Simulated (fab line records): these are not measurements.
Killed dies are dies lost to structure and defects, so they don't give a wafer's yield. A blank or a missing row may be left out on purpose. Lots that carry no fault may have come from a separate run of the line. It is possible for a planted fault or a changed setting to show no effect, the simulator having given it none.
Struck lot and sound lot, side by side + flow n5_finfet + 37 steps out of a route of 1938
Sound: the wafers L999.1, L999.2, L999.3. Struck: wafer L993.2 (L993.4, L993.5, from the same lot, were not struck and are left out); the cause is given at the end.
Per side, at each step with rows, come the tool, then ch with its chambers, and then its first start. Under that, the readings that differ: sound wafers + struck wafers + difference of the means + sigmas: that difference in standard deviations of wafers without a fault.
alike: same words and numbers on both sides, and readings whose means sit less than 2 such deviations apart. not compared: any withheld reading, any reading some wafer has no value for, any bound like >300 that may hide the same value, and any number with overlapping values for which the record gives no deviation.
A row with sigmas, a row that says differs or no value, or rows on one side alone: a step with any of these is where the two part. Numbers that have no deviation but don't overlap get no sigmas and don't part them. Lack of a reading on every wafer of one side parts them only where that side has two or more wafers.

first, 9 steps without rows for these wafers: N5_BEOL_M11_PEB_26 (peb time 60 s); N5_BEOL_M11_DEVELOP_27 (develop time 30 s); N5_BEOL_M11_DESCUM_33 (chemistry O2, time 7.9 s); N5_BEOL_M11_ETCH_65 (etches SiARC in CF4, target depth 39 nm, time 65 s); N5_BEOL_M11_ETCH_66 (etches SOC in N2/H2, target depth 120 nm, overetch 24 nm, time 180 s); N5_BEOL_M11_STRIP_69 (strips in N2/H2); N5_BEOL_M11_VIA_ETCH_34 (etches SiCOH lowk in C4F6/O2, target depth 184.5 nm, time 69.2 s); N5_BEOL_M11_STRIP_73 (strips in C4F6/O2); N5_BEOL_M11_STRIP_36 (strips in N2/H2).
N5_BEOL_M11_TRENCH_ETCH_37: etches SiCOH lowk in C4F6/O2, target depth 148.83 nm, time 48 s.
  sound on rie_diel-06 ch 0,1,3, day 15 10:13; struck on rie_diel-01 ch 2, day 14 03:35
| reading                              | sound             | struck | difference | sigmas |
|--------------------------------------|-------------------|--------|------------|--------|
| model.etch.depth_nm (nm)             | 146.7 152.8 147.1 | 132.1  | -16.8      |        |
| model.BEOL_M11.feature_depth_nm (nm) | 146.8 152.8 147   | 132.2  | -16.7      |        |
  alike: chamber_pressure_mTorr, drypump_motor_current_A, oes_ar_750_au, oes_product_au, rf_vpp_V, showerhead_plenum_p_Torr, throttle_valve_pct
  not compared: rf_hours_counter_h
then, 2 steps without rows for these wafers: N5_BEOL_M11_ETCH_41 (etches SiCN in CH3F/O2, target depth 42.6 nm, time 86 s); N5_BEOL_M11_STRIP_77 (strips in N2/H2, time 10 s).
N5_BEOL_M11_OCD_MEAS_38:
  sound: ocd-01 at day 15 10:23; struck: ocd-02 at day 14 03:46
| reading              | sound       | struck | difference | sigmas |
|----------------------|-------------|--------|------------|--------|
| trench_depth_nm (nm) | 146 153 147 | 131    | -18        | -6     |
then, 13 steps without rows for these wafers: N5_BEOL_M11_HM_STRIP_39 (strips TiN in peroxide tin strip, target depth 25 nm, time 158 s); N5_BEOL_M11_SRD_40 (time 30 s); N5_BEOL_M11_PRECLEAN_42 (cleans in residue remover, time 60 s); N5_BEOL_M11_SRD_43 (time 30 s); N5_BEOL_M11_CURE_72 (cures SiCOH lowk, time 120 s); N5_BEOL_M11_DEGAS_44 (time 60 s); N5_BEOL_M11_PRE_CLEAN_45 (time 30 s); N5_BEOL_M11_ALD_74 (deposits TaN, target thk 2 nm, pulse time 2 s, purge time 3 s); N5_BEOL_M11_SURFACE_TREAT_76; N5_BEOL_M11_CVD_75 (deposits Co from CCTBA/H2, target thk 2 nm, time 138.9 s); N5_BEOL_M11_SPUTTER_48 (material Cu, target thk 12 nm, time 2 s); N5_BEOL_M11_ECD_50 (material Cu, target thk 318 nm); N5_BEOL_M11_ANNEAL_51 (time 90 s).
N5_BEOL_M11_CMP_52: polishes, stops on SiCOH lowk, t overpolish 7 s, target thk 140 nm.
  sound on cmp-03 ch 1,2,3, day 15 13:53; struck on cmp-03 ch 1, day 14 06:34
| reading                                 | sound           | struck | difference | sigmas |
|-----------------------------------------|-----------------|--------|------------|--------|
| model.Cu_of_BEOL_M11_ECD_50.thk_nm (nm) | 138 142.4 137.8 | 122.8  | -16.6      |        |
  alike: barrier_field_endpoint_s, motor_current_A, overpolish_run_s, slurry_flow_ml_min, time_to_endpoint_s
N5_BEOL_M11_THK_MEAS_53: measures by xrf.
  sound: film_metro-01 at day 15 14:11; struck: film_metro-02 at day 14 06:52
| reading      | sound       | struck | difference | sigmas |
|--------------|-------------|--------|------------|--------|
| M11_THK (nm) | 136 140 137 | 120    | -18        | -5     |
then, 2 steps without rows for these wafers: N5_BEOL_M11_PRE_CLEAN_55 (time 15 s); N5_BEOL_M11_DEP_56 (deposits SiCN from 3MS/NH3, target thk 30 nm, time 10.5 s).
N5_BEOL_M11_RS_MEAS_57: a four-point-probe measurement.
  sound: film_metro-01 at day 15 14:18; struck: film_metro-02 at day 14 06:59
| reading         | sound             | struck | difference | sigmas |
|-----------------|-------------------|--------|------------|--------|
| M11_RS (ohm/sq) | 0.153 0.148 0.153 | 0.175  | +0.024     | +6     |
then, 5 steps without rows for these wafers: N5_BEOL_M12_ILD_DEP_00 (deposits SiOC from DEMS/O2, target thk 658.92 nm, time 130.7 s); N5_BEOL_M12_COAT_58 (time 60 s, resist thk 89 nm); N5_BEOL_M12_COAT_04 (resist thk 400 nm); N5_BEOL_M12_EBR_06; N5_BEOL_M12_SOFTBAKE_05 (time 60 s).
N5_BEOL_M15_RC_MEAS_101:
  sound on prober-01 ch 0, day 16 20:31; struck on prober-02 ch 0, day 15 08:49
| reading                    | sound          | struck | difference | sigmas |
|----------------------------|----------------|--------|------------|--------|
| SERP_M11 (ohm/um)          | 3.08 2.96 3.08 | 3.58   | +0.54      | +5     |
| SERP_M11_max_site (ohm/um) | 3.22 3.09 3.20 | 3.72   | +0.55      | +5     |
  alike: COMB_M10, COMB_M10_max_site, COMB_M11, COMB_M12, COMB_M13, COMB_M14, COMB_M15, COMB_M5, COMB_M6, COMB_M7, COMB_M8, COMB_M9, SERP_M10, SERP_M12, SERP_M13, SERP_M14, SERP_M14_max_site, SERP_M5, SERP_M6, SERP_M7, SERP_M8, SERP_M9

## WHERE THEY PART
First at N5_BEOL_M11_OCD_MEAS_38; last, within this record, at N5_BEOL_M15_RC_MEAS_101.

WHY: what the simulator had put in
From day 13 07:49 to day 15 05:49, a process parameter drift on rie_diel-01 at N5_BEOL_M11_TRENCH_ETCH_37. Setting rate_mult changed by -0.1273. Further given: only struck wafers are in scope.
